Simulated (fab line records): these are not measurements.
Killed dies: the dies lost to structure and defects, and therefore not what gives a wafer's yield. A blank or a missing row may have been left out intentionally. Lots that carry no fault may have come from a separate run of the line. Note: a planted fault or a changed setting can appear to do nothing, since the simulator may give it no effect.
Matching of chambers :: flow n5_finfet :: 4 sister chambers for N5_DUMMY_GATE_TRIM_49 on rie_si-01
The step chemistry O2, time 29 s, target cd 14 nm. 4 wafers are shown with their chamber, then 8 later ones without.

WAFERS WITH THEIR CHAMBER
wafer: L084.6
chamber: 2
throttle_valve_pct (%): 8.06

wafer: L087.3
chamber: 3
throttle_valve_pct (%): 8.02

wafer: L087.6
chamber: 0
throttle_valve_pct (%): 7.91

wafer: L088.1
chamber: 1
throttle_valve_pct (%): 8.05

WAFERS WITH NO CHAMBER GIVEN
wafer: L088.2
throttle_valve_pct (%): 8.05

wafer: L088.5
throttle_valve_pct (%): 8.03

wafer: L090.2
throttle_valve_pct (%): 7.94

wafer: L090.3
throttle_valve_pct (%): 8.04

wafer: L090.4
throttle_valve_pct (%): 8.06

wafer: L091.3
throttle_valve_pct (%): 8.04

wafer: L091.5
throttle_valve_pct (%): 8.05

wafer: L091.6
throttle_valve_pct (%): 8.04

EACH ONE'S CHAMBER
wafer: L088.2
from the rows above: can't be placed: 1 or 2
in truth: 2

wafer: L088.5
from the rows above: can't be placed: 3 or 1 or 2
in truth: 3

wafer: L090.2
from the rows above: 0
in truth: 0

wafer: L090.3
from the rows above: can't be placed: 1 or 3 or 2
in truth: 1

wafer: L090.4
from the rows above: can't be placed: 2 or 1
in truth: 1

wafer: L091.3
from the rows above: can't be placed: 1 or 3 or 2
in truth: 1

wafer: L091.5
from the rows above: can't be placed: 1 or 2
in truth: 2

wafer: L091.6
from the rows above: can't be placed: 1 or 3 or 2
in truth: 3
Correctly placed: 1 of 8. These rows do not allow placing 7 (true chamber among the candidates in 7). 0 placed wrongly.
How it was worked out, from the rows above alone: a wafer's distance from a chamber is the root of the sum, over the readings, of the square of ((its reading less the chamber's mean) divided by the reading's scatter). If the next closest chamber is less than 2 further off than the closest, the wafer can't be placed; otherwise it belongs to the closest. The mean given for a chamber averages the wafers shown for that chamber. The scatter: with one shown wafer a chamber, the root of the mean of the squares of how far each hidden wafer lies from its nearest shown one.
